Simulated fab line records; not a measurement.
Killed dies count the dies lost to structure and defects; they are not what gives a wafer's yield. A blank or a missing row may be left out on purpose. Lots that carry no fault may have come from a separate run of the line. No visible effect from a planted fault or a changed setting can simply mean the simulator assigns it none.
Chamber matching	flow n5_finfet	N5_BEOL_M0_SAQP_MANDREL_ETCH_20 on rie_si-04 has 4 sister chambers
The step etches a-Si in HBr/Cl2, stops on SiNx, target depth 60 nm, bt time 10 s, time 30 s. 14 wafers are shown with their chamber, then 7 later ones without.

WAFERS PAIRED WITH THEIR CHAMBERS
wafer	chamber	throttle_valve_pct (%)	drypump_motor_current_A (A)	oes_product_au (a.u.)
L074.3	1	35.41	5.6	0.786
L074.4	2	35.33	5.6	0.796
L074.6	1	35.40	5.6	0.803
L077.2	0	35.25	6.4	0.767
L077.5	0	35.25	6.4	0.757
L077.6	1	35.41	5.7	0.786
L080.1	2	35.36	5.6	0.789
L080.3	0	35.26	6.4	0.750
L080.4	3	35.98	5.4	0.784
L086.2	2	35.34	5.6	0.785
L086.5	3	36.00	5.4	0.781
L086.6	1	35.40	5.7	0.791
L087.2	2	35.33	5.5	0.798
L087.3	3	35.99	5.4	0.787

SIGNATURES (means of the wafers above)
reading	chamber 0	chamber 1	chamber 2	chamber 3	scatter within a chamber
throttle_valve_pct	35.2533	35.4050	35.3400	35.9900	0.00983
drypump_motor_current_A	6.400	5.650	5.575	5.400	0.0418
oes_product_au	0.75800	0.79150	0.79200	0.78400	0.00683
Rule: for each reading, subtract the chamber's mean from the wafer's reading, divide by that reading's scatter and square the result; add these up over the readings and take the root, which gives the wafer's distance from the chamber. The wafer belongs to the nearest chamber; if the next one is less than 2 further off, it can't be placed. How the scatter is found: for the shown wafers, subtract from each reading the mean of its chamber, square and add these, divide the total by (wafers less chambers), then take the root.

WAFERS WITHOUT THEIR CHAMBER
wafer	throttle_valve_pct (%)	drypump_motor_current_A (A)	oes_product_au (a.u.)
L087.6	35.25	6.4	0.763
L090.1	35.98	5.4	0.777
L090.3	35.33	5.6	0.790
L090.5	35.34	5.6	0.798
L094.2	35.25	6.4	0.751
L094.3	36.01	5.3	0.771
L094.5	35.27	6.4	0.755

WHICH CHAMBER EACH ONE RAN IN
wafer	from the rows above	in truth
L087.6	0	0
L090.1	3	3
L090.3	2	2
L090.5	2	2
L094.2	0	0
L094.3	3	3
L094.5	0	0
7 of 7 placed correctly. Left unplaced by these rows: 0. Number placed wrongly: 0.
